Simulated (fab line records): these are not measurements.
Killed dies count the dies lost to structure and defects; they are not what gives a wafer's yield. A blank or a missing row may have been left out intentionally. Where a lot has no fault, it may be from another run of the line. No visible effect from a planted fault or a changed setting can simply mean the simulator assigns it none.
8D (eight disciplines) problem report, filled in by code | flow nand_harc | the parts of the form that need people (team, actions taken, sign-off) are left out

== 1. THE PROBLEM ==
At NHARC_A_CONTACT_SOFTBAKE_64, heater_power_total_W averages 222.66 W over 6 wafers from 2 lots, while fault-free wafers read 188.48 W, standard deviation 0.14. So: +99 or more standard deviations from the usual mean.
The step: time 55 s.
The first sign was on wafer L348.3 at day 25 18:00, on litho_track-04. At this step, 36 wafers from 12 lots have a number in the record. The rule behind "out" and "out of limits": a value lying over 4 standard deviations away from the usual mean. The other wafers with a number count as sound.

== 2. WHAT IT IS AND WHAT IT IS NOT ==
question                    | is                     | is not
which readings at this step | heater_power_total_W   | -
which lots                  | L348, L351             | L340, L342, L350, L356, L357, L359, L360, L361, L362, L363
which wafers of those lots  | all that have a number | -
read on which tools         | litho_track-04         | litho_track-01, litho_track-06
when                        | from day 25 18:00      | up to then (6 sound wafers); but 24 sound wafers of L350, L356, L357, L359, L360, L361, L362, L363 came after

== 3. WHAT RULES OUT EACH SUSPECT ==
Counting: any tool at a process step up to the reading is kept as a suspect provided that every lot that is out went through it and no sound lot did after the first of them.
- litho_track-04 at NHARC_A_CONTACT_SOFTBAKE_64 (time 55 s): ruled out as a lasting fault. Following L348 (day 25 18:00), the first lot on it that is out, the sound lots L360 were run on it.
Left after counting: nothing in the record.

== 4. THE CAUSE (what the simulator had put in) ==
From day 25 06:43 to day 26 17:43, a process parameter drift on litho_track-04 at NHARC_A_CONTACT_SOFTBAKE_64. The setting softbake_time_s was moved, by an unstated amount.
Counting ruled it out, wrongly.

== 5. SEQUENCE OF EFFECTS, ordered by route ==
Each row: a reading where the mean over the struck wafers with a number is more than 3 standard deviations away from the usual. Only readings whose record carries a usual standard deviation are examined. hours: median over the lots of the time between each lot's start at the first step of this table that gives one and its start at this step. sigmas: the change, counted in usual standard deviations.
hours | step                        | reading              | usual    | on struck wafers | change | sigmas
0     | NHARC_A_CONTACT_SOFTBAKE_64 | heater_power_total_W | 188.48 W | 222.66           | +34.18 | +99 or more
Its process steps:
- NHARC_A_CONTACT_SOFTBAKE_64: time 55 s.

== 6. HOW IT WOULD HAVE BEEN CAUGHT EARLIER ==
In this record the first reading out of limits was taken at day 25 18:00, 11 hours after the fault began at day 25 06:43.
